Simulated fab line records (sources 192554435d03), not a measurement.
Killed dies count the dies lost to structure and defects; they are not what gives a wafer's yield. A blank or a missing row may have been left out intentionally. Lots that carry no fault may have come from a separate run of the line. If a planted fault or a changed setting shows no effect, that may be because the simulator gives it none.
2 desks looking at one fault -- flow n5_finfet -- what lay behind the numbers comes last; until then each desk has only its own

## THE METROLOGY DESK
What the gauges read for every lot (on any tool): the sampled wafers with a number, averaged. If a lot's mean is further than 4 standard deviations from the usual mean, the lot is out of limits and carries the mark OUT (the distance appears in the brackets). 7 of its 13 readings are shown: the first one out of limits and those lying furthest out on some lot.
Columns: A = ION_N at N5_BEOL_M4_RC_MEAS_101, usual 679 uA/um; B = SS_N at N5_BEOL_M4_RC_MEAS_101, usual 71.4 mV/dec; C = SS_P at N5_BEOL_M4_RC_MEAS_101, usual 73.2 mV/dec; D = VT_P at N5_BEOL_M4_RC_MEAS_101, usual -250 mV; E = trench_depth_nm at N5_BEOL_M11_OCD_MEAS_38, usual 148.1 nm; F = M12_ILD_THK at N5_BEOL_M12_THK_MEAS_01, usual 662 nm; G = trench_depth_nm at N5_BEOL_M12_OCD_MEAS_35, usual 320 nm
lot,first seen here,A,B,C,D,E,F,G
L802,day 8 15:56,679,71.4,73.4,-249,146.8,663,322
L803,day 9 02:04,673,71.5,73.7,-246,150.5,668,323
L805,day 10 08:14,688,71.7,73.1,-247,146.8,664,318
L809,day 10 13:52,684,71.3,72.6,-246,150.0,657,323
L810,day 10 20:01,679,70.6,72.9,-252,148.0,669,325
L818,day 12 18:43,658,71.0,72.8,-248,149.7,631,287 (-7.2) OUT
L819,day 12 21:07,673,71.2,73.3,-249,149.2,621 (-4.1) OUT,294 (-5.6) OUT
L820,day 13 20:05,678,71.1,72.8,-250,145.2,651,316
L822,day 14 04:31,685,71.5,74.0,-250,148.8,659,325
Finding of this desk: L818, L819 out of limits; the first was L818 at day 15 21:11, on trench_depth_nm at N5_BEOL_M12_OCD_MEAS_35. In limits: L802, L803, L805, L809, L810, L820, L822.

## AT THE TOOL OWNER'S DESK: pecvd-04
The tool's own readings at N5_BEOL_M12_ILD_DEP_00 (deposits SiOC from DEMS/O2, target thk 658.92 nm, time 130.7 s): means of the sampled wafers that have a number, for each lot that ran on this tool. If a lot's mean is further than 4 standard deviations from the usual mean, the lot is out of limits and carries the mark OUT (the distance appears in the brackets).
Columns: A = heater_power_w at N5_BEOL_M12_ILD_DEP_00, usual 476 W; B = showerhead_plenum_p_Torr at N5_BEOL_M12_ILD_DEP_00, usual 5.685 Torr; C = throttle_valve_pct at N5_BEOL_M12_ILD_DEP_00, usual 12.0 %
lot,first seen here,A,B,C
L802,day 11 06:09,491,5.689,11.8
L803,day 11 22:34,481,5.706,11.6
L809,day 13 13:26,490,5.696,11.8
L810,day 13 18:45,529,5.703,11.5
L818,day 15 19:06,444,5.673,12.5
L819,day 16 01:13,436,5.676,12.3
This desk's verdict: no lot among the 6 shows anything out of limits.

## BROUGHT TOGETHER
On L818, L819, the metrology desk was in a position to raise an alarm at day 15 21:11.
The desk of the tool owner found nothing out of limits.
On record at the tool owner's desk: L818, L819, within its limits.
All the named lots went through N5_BEOL_M12_ILD_DEP_00 on pecvd-04.

## WHAT WAS PUT IN BY THE SIMULATOR
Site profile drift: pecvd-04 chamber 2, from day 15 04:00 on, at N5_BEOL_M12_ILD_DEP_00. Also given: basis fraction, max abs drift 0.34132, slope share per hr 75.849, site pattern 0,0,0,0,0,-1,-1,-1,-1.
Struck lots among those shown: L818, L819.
Time in hours between the start of the fault and the first out-of-limits reading at each desk: metrology desk, 17.
